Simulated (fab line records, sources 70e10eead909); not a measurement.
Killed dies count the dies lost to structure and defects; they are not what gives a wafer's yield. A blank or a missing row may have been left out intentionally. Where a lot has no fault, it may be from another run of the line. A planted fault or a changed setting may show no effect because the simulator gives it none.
Matching of chambers ; flow nand harc ; NHARC_A_STAIRCASE_TRIM_12 on rie diel-08: 4 sister chambers
The step chemistry O2, time 211.2 s. 16 wafers are shown with their chamber, then 8 later ones without.

WAFERS, EACH WITH ITS CHAMBER
wafer;chamber;drypump motor current A (A);showerhead plenum p Torr (Torr);rf vpp V (V)
L076.1;3;5.2;3.54;58.0
L076.4;1;6.0;3.81;57.4
L076.5;0;5.4;3.36;57.4
L078.3;2;5.3;3.37;57.0
L078.5;3;5.2;3.53;56.5
L078.6;0;5.4;3.36;57.8
L080.3;2;5.2;3.37;57.0
L080.5;1;6.0;3.80;58.9
L080.6;2;5.3;3.37;56.7
L090.2;3;5.2;3.51;59.0
L090.4;0;5.4;3.34;58.6
L090.6;1;6.0;3.78;58.0
L091.1;2;5.2;3.35;57.6
L091.2;0;5.4;3.34;58.4
L091.4;3;5.2;3.51;58.3
L092.3;3;5.2;3.51;57.3

SIGNATURES (means of the wafers above)
reading;chamber 0;chamber 1;chamber 2;chamber 3;scatter within a chamber
drypump motor current A;5.400;6.000;5.250;5.200;0.0289
showerhead plenum p Torr;3.3500;3.7967;3.3650;3.5200;0.0128
rf vpp V;58.050;58.100;57.075;57.820;0.716
Rule: for each reading, subtract the chamber's mean from the wafer's reading, divide by that reading's scatter and square the result; add these up over the readings and take the root, which gives the wafer's distance from the chamber. If the next closest chamber is less than 2 further off than the closest, the wafer can't be placed; otherwise it belongs to the closest. The scatter is the square root of a quotient: the sum, over the shown wafers, of each reading's squared deviation from its chamber's mean, divided by wafers minus chambers.

WAFERS WITHOUT THEIR CHAMBER
wafer;drypump motor current A (A);showerhead plenum p Torr (Torr);rf vpp V (V)
L092.4;6.0;3.78;59.2
L092.5;5.2;3.35;59.0
L093.2;5.4;3.34;57.7
L093.3;5.3;3.51;58.3
L093.5;6.0;3.77;58.8
L097.2;5.3;3.34;57.6
L097.4;6.1;3.77;57.8
L097.6;5.3;3.50;57.7

CHAMBER TAKEN BY EACH
wafer;from the rows above;in truth
L092.4;1;1
L092.5;2;2
L093.2;0;0
L093.3;3;3
L093.5;1;1
L097.2;can't be placed: 2 or 0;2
L097.4;1;1
L097.6;3;3
Correct placement for 7 of the 8. Can't be placed from these rows: 1 (the true chamber is among the candidates in 1). Placed wrongly: 0.
